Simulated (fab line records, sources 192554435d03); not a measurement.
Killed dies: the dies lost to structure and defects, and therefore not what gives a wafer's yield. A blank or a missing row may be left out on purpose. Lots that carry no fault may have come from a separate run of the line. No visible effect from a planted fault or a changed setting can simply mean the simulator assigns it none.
Comparing a struck lot with a sound one -- flow n5 finfet -- 37 out of 1938 route steps
Sound: these wafers, L341.1, L341.3, L341.4. The struck wafers were L328.4, L328.5. At the end, the cause is stated.
Order at every step that has rows: each side's tool, ch and its chambers, its first start. Under that, the readings that differ: sound wafers -- struck wafers -- difference of the means -- sigmas: that difference in standard deviations of wafers without a fault.
alike: readings with means less than 2 such deviations apart, plus words and numbers identical on both sides. not compared: withheld readings, readings lacking a value on some wafer, bounds such as >300 that could conceal the same value, and numbers that have no deviation in the record and whose values overlap.
The two part at a step that has a row with sigmas, a row that says differs or no value, or rows on one side only. Numbers that don't overlap but have no deviation are shown without sigmas and don't part them. A reading that every wafer of one side lacks parts them only if that side has two wafers or more.

first, 9 steps without rows for these wafers: N5_BEOL_M4_ANNEAL_95 (time 240 s); N5_BEOL_M4_SPUTTER_96 (material Cu, target thk 4.5 nm, time 8.29 s); N5_BEOL_M4_ECD_50 (material Cu, target thk 300 nm); N5_BEOL_M4_ANNEAL_51 (time 90 s); N5_BEOL_M4_CMP_52 (polishes, stops on SiOC, t overpolish 6.8 s, target thk 40 nm); N5_BEOL_M4_PRE_CLEAN_60 (time 15 s); N5_BEOL_M4_CO_CAP_55 (material Co, precursor CCTBA/H2, target thk 2 nm, time 102.1 s); N5_BEOL_M4_PRE_CLEAN_56 (time 15 s); N5_BEOL_M4_DEP_57 (deposits SiCN from 3MS/NH3, target thk 8 nm, time 14 s).
N5_BEOL_M4_RC_MEAS_101:
  sound on prober-01 ch 0, day 13 12:22; struck on prober-02 ch 0, day 10 09:40
  alike: DIBL_N, DIBL_P, IOFF_N, IOFF_P, ION_N, ION_P, SS_N, SS_P, VT_N, VT_P
N5_BEOL_M5_ILD_DEP_00: deposits SiCOH lowk from DEMS/porogen, target thk 140.64 nm, time 25.9 s.
  sound on pecvd-02 ch 0,1,2, day 13 13:20; struck on pecvd-02 ch 1,2, day 10 10:11
reading,sound,struck,difference,sigmas
model.SiCOH_lowk_of_BEOL_M5_ILD_DEP_00.thk nm (nm),140 139.8 141.2,235.8 237.2,+96.2,
  alike: heater power w, showerhead plenum p Torr, throttle valve pct
then, 1 step without rows for these wafers: N5_BEOL_M5_CURE_79 (cures SiCOH lowk, time 240 s).
N5_BEOL_M5_THK_MEAS_01:
  struck on film metro-02, day 10 10:45; sound on film metro-01, day 13 13:56
reading,sound,struck,difference,sigmas
M5_ILD_THK (nm),120.5 120.3 121.5,204.1 205.3,+83.9,+49
then, 22 steps without rows for these wafers: N5_BEOL_M5_PECVD_70 (deposits SiO2 from TEOS/O2, target thk 16 nm, time 18 s); N5_BEOL_M5_HM_DEP_02 (deposits TiN, target thk 20 nm); N5_BEOL_M5_COAT_59 (time 60 s, resist thk 60 nm); N5_BEOL_M5_COAT_60 (time 60 s, resist thk 12 nm); N5_BEOL_M5_COAT_71 (time 60 s, resist thk 5 nm); N5_BEOL_M5_COAT_05 (resist thk 30 nm); N5_BEOL_M5_EBR_07; N5_BEOL_M5_SOFTBAKE_06 (time 60 s); N5_BEOL_M5_EXPOSE_08 (exposes mask M5, target cd 28 nm); N5_BEOL_M5_PEB_09 (peb time 60 s); N5_BEOL_M5_DEVELOP_10 (develop time 30 s); N5_BEOL_M5_DESCUM_16 (chemistry O2, time 7 s); N5_BEOL_M5_ETCH_72 (etches underlayer in N2/H2, target depth 6.5 nm, time 5.2 s); N5_BEOL_M5_ETCH_61 (etches SiARC in CF4, target depth 15.6 nm, time 26 s); N5_BEOL_M5_ETCH_62 (etches SOC in N2/H2, target depth 75 nm, overetch 15 nm, time 112.5 s); N5_BEOL_M5_STRIP_63 (strips in N2/H2); N5_BEOL_M5_STRIP_73 (strips in N2/H2); N5_BEOL_M5_STRIP_64 (strips in CF4); N5_BEOL_M5_HM_OPEN_17 (chemistry Cl2/BCl3, target TiN, target depth 20 nm, overetch 6 nm); N5_BEOL_M5_STRIP_19 (strips in O2); N5_BEOL_M5_COAT_65 (time 60 s, resist thk 60 nm); N5_BEOL_M5_COAT_66 (time 60 s, resist thk 12 nm).
N5_BEOL_M5_CMP_52: polishes, stops on SiCOH lowk, t overpolish 6.9 s, target thk 62 nm.
  sound on cmp-02 ch 0,1,3, day 14 02:02; struck on cmp-01 ch 3, day 10 21:09
reading,sound,struck,difference,sigmas
model.SiCOH_lowk_of_BEOL_M5_ILD_DEP_00.thk nm (nm),117.4 117.4 118.4,201 202.2,+84,
  alike: head pressure psi, motor current A, platen rpm
-- the record jumps here: 4 days lie between the struck wafers' starts before and after (it left off in module BEOL_M5 and takes up again in module PASSIVATION, whose first step shown is number 1936 of the route) --
N5_PASSIVATION_PROBE_49:
  the record has rows for the struck wafers here (prober-02, day 14 18:06) and none for the sound ones

## WHERE THEY PART
Earliest at N5_BEOL_M5_THK_MEAS_01; latest, in this record, at N5_PASSIVATION_PROBE_49.

WHY: the cause the simulator had injected
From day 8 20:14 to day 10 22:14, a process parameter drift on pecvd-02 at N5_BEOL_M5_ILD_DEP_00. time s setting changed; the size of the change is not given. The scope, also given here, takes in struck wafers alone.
